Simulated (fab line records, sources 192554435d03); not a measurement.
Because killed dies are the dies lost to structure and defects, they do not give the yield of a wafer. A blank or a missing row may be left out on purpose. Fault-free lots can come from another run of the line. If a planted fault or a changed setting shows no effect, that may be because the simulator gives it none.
Tool commonality check -- flow n5Finfet -- 8 lots, 24 wafers sampled

## WHY IT WAS OPENED
Flagged at N5_BEOL_M9_OCD_MEAS_38: reading trenchDepthNm, on 2 of 8 lots. Fault-free wafers read 152.2 nm, with a standard deviation of 2.9.
Rule: a lot gets a flag if all its wafers with a number sit over 4 standard deviations from that mean, or if no wafer of it has a number. All remaining lots are regarded as sound.

lot,measured,on,"trenchDepthNm (nm), wafer by wafer",flag
L300,day 9 23:35,ocd-02,151.8 149.4 152.9,
L302,day 10 15:20,ocd-01,155.7 153.1 153.1,
L308,day 11 23:42,ocd-02,152.8 153.0 154.1,
L314,day 13 15:36,ocd-01,166.0 168.4 168.1,FLAGGED
L317,day 13 20:14,ocd-02,150.1 153.6 151.5,
L315,day 13 21:20,ocd-02,169.3 166.9 168.0,FLAGGED
L318,day 14 03:22,ocd-02,151.9 152.8 153.0,
L322,day 15 12:52,ocd-01,156.8 149.0 147.3,
Average over the flagged lots: 167.8 nm; offset from the usual +15.6 nm, equal to +5 standard deviations.

## WHICH TOOL RAN EACH LOT
Before the reading, the record contains 3 process steps out of a 1938-step route. Read each cell as the tool, then ch plus the chambers that the sampled wafers visited, then the start.
lot,flag,N5_BEOL_M9_ETCH_66,N5_BEOL_M9_STRIP_36,N5_BEOL_M9_TRENCH_ETCH_37
L300,,"rieDiel-02 ch 2,3, day 9 23:13","rieDiel-02 ch 2,3, day 9 23:23","rieDiel-02 ch 2,3, day 9 23:25"
L302,,"rieDiel-04 ch 0,2, day 10 14:57","rieDiel-04 ch 0,2, day 10 15:07","rieDiel-04 ch 0,2, day 10 15:10"
L308,,"rieDiel-04 ch 0,1,2, day 11 23:19","rieDiel-04 ch 0,1,2, day 11 23:29","rieDiel-04 ch 0,1,2, day 11 23:31"
L314,FLAGGED,"rieDiel-04 ch 0,1,2, day 13 15:13","rieDiel-04 ch 0,1,2, day 13 15:23","rieDiel-04 ch 0,1,2, day 13 15:26"
L317,,"rieDiel-02 ch 0,1,3, day 13 19:52","rieDiel-02 ch 0,1,3, day 13 20:02","rieDiel-02 ch 0,1,3, day 13 20:04"
L315,FLAGGED,"rieDiel-04 ch 0,1,2, day 13 20:58","rieDiel-04 ch 0,1,2, day 13 21:07","rieDiel-04 ch 0,1,2, day 13 21:10"
L318,,"rieDiel-02 ch 1,3, day 14 02:59","rieDiel-02 ch 1,3, day 14 03:08","rieDiel-02 ch 1,3, day 14 03:11"
L322,,"rieDiel-01 ch 0,1,2, day 15 12:29","rieDiel-01 ch 0,1,2, day 15 12:39","rieDiel-01 ch 0,1,2, day 15 12:41"
What the steps here do:
- N5_BEOL_M9_ETCH_66: etches SOC in N2/H2, target depth 80 nm, overetch 16 nm, time 120 s.
- N5_BEOL_M9_STRIP_36: strips in N2/H2.
- N5_BEOL_M9_TRENCH_ETCH_37: etches SiCOH lowk in C4F6/O2, target depth 151.43 nm, time 49 s.
- N5_BEOL_M9_OCD_MEAS_38

## FLAGGED AGAINST TOTAL, ONE TOOL AT A TIME (gauges that did the reading follow at the end)
step,tool,lots run,flagged,share of the flagged lots,sound lots run after its first flagged lot
N5_BEOL_M9_ETCH_66,rieDiel-01,1,0,none,-
N5_BEOL_M9_ETCH_66,rieDiel-02,3,0,none,-
N5_BEOL_M9_ETCH_66,rieDiel-04,4,2,all,0
N5_BEOL_M9_STRIP_36,rieDiel-01,1,0,none,-
N5_BEOL_M9_STRIP_36,rieDiel-02,3,0,none,-
N5_BEOL_M9_STRIP_36,rieDiel-04,4,2,all,0
N5_BEOL_M9_TRENCH_ETCH_37,rieDiel-01,1,0,none,-
N5_BEOL_M9_TRENCH_ETCH_37,rieDiel-02,3,0,none,-
N5_BEOL_M9_TRENCH_ETCH_37,rieDiel-04,4,2,all,0
N5_BEOL_M9_OCD_MEAS_38,ocd-01,3,1,some,1 (L322)
N5_BEOL_M9_OCD_MEAS_38,ocd-02,5,1,some,1 (L318)

## WHAT THE TABLE PERMITS
Every flagged lot was run by 3 rows of the table: rieDiel-04 at N5_BEOL_M9_ETCH_66, rieDiel-04 at N5_BEOL_M9_STRIP_36 and rieDiel-04 at N5_BEOL_M9_TRENCH_ETCH_37.
- rieDiel-04 at N5_BEOL_M9_ETCH_66 ran 4 lots, 2 of them flagged. A fault beginning between L308 (day 11 23:19), its last sound lot, and L314 (day 13 15:13), its first flagged one, fits the data.
- rieDiel-04 at N5_BEOL_M9_STRIP_36 ran 4 lots, 2 of them flagged. A fault beginning between L308 (day 11 23:29), its last sound lot, and L314 (day 13 15:23), its first flagged one, fits the data.
- rieDiel-04 at N5_BEOL_M9_TRENCH_ETCH_37 ran 4 lots, 2 of them flagged. A fault beginning between L308 (day 11 23:31), its last sound lot, and L314 (day 13 15:26), its first flagged one, fits the data. Its own readings (rfFwdPowerW, rfVppV) fall more than 4 standard deviations out on all wafers of the flagged lots.
One tool is left: rieDiel-04 at N5_BEOL_M9_ETCH_66 and N5_BEOL_M9_STRIP_36 and N5_BEOL_M9_TRENCH_ETCH_37.

## WHAT THE SIMULATOR HAD PUT IN
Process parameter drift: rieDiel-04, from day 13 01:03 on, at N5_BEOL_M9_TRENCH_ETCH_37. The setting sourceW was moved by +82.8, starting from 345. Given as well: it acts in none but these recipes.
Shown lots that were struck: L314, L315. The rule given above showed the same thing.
